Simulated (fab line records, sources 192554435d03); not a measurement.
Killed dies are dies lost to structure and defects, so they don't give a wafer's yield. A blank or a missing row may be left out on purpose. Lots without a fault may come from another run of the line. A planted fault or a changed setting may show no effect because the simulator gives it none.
Chamber matching | flow n5_finfet | N5_BEOL_M2_ETCH_77 on rie_diel-06: 4 sister chambers
The step etches underlayer in N2/H2, target depth 6.5 nm, time 5.2 s. 16 wafers are shown with their chamber, then 8 later ones without.

WAFERS WITH THEIR CHAMBER
wafer  | chamber | showerhead_plenum_p_Torr (Torr) | throttle_valve_pct (%) | drypump_motor_current_A (A)
L074.2 | 0       | 2.51                            | 17.72                  | 5.6
L074.3 | 2       | 2.56                            | 17.82                  | 5.7
L074.4 | 1       | 2.60                            | 18.01                  | 5.9
L078.1 | 3       | 2.56                            | 17.62                  | 6.1
L078.5 | 1       | 2.60                            | 18.02                  | 5.9
L078.6 | 2       | 2.55                            | 17.85                  | 5.6
L079.2 | 1       | 2.60                            | 18.00                  | 5.9
L079.4 | 2       | 2.55                            | 17.87                  | 5.7
L079.6 | 1       | 2.60                            | 18.01                  | 5.9
L081.1 | 2       | 2.55                            | 17.86                  | 5.7
L081.2 | 1       | 2.60                            | 18.00                  | 5.9
L081.5 | 3       | 2.56                            | 17.63                  | 6.1
L080.4 | 3       | 2.56                            | 17.63                  | 6.1
L080.5 | 1       | 2.60                            | 18.01                  | 5.9
L080.6 | 0       | 2.51                            | 17.71                  | 5.5
L085.1 | 3       | 2.56                            | 17.63                  | 6.1

SIGNATURES (means of the wafers above)
reading                  | chamber 0 | chamber 1 | chamber 2 | chamber 3 | scatter within a chamber
showerhead_plenum_p_Torr | 2.5100    | 2.6000    | 2.5525    | 2.5600    | 0.0025
throttle_valve_pct       | 17.7150   | 18.0083   | 17.8500   | 17.6275   | 0.0123
drypump_motor_current_A  | 5.550     | 5.900     | 5.675     | 6.100     | 0.0323
Rule: a wafer's distance from a chamber is the root of the sum, over the readings, of the square of ((its reading less the chamber's mean) divided by the reading's scatter). The wafer belongs to the nearest chamber; if the next one is less than 2 further off, it can't be placed. The scatter: the root of (the sum of the squares of (reading less its chamber's mean) over the shown wafers, divided by (wafers less chambers)).

WAFERS WITHOUT THEIR CHAMBER
wafer  | showerhead_plenum_p_Torr (Torr) | throttle_valve_pct (%) | drypump_motor_current_A (A)
L085.4 | 2.55                            | 17.91                  | 5.7
L085.5 | 2.51                            | 17.72                  | 5.6
L086.2 | 2.54                            | 17.88                  | 5.7
L086.5 | 2.55                            | 17.67                  | 6.0
L086.6 | 2.50                            | 17.72                  | 5.6
L093.2 | 2.59                            | 17.60                  | 5.9
L093.4 | 2.54                            | 17.90                  | 5.7
L093.5 | 2.59                            | 17.59                  | 6.0

WHICH CHAMBER EACH WENT THROUGH
wafer  | from the rows above | in truth
L085.4 | 2                   | 2
L085.5 | 0                   | 0
L086.2 | 2                   | 2
L086.5 | 3                   | 3
L086.6 | 0                   | 0
L093.2 | 3                   | 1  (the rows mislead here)
L093.4 | 2                   | 2
L093.5 | 3                   | 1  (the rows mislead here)
Placed correctly: 6 of 8. Can't be placed from these rows: 0. Placed wrongly: 2.
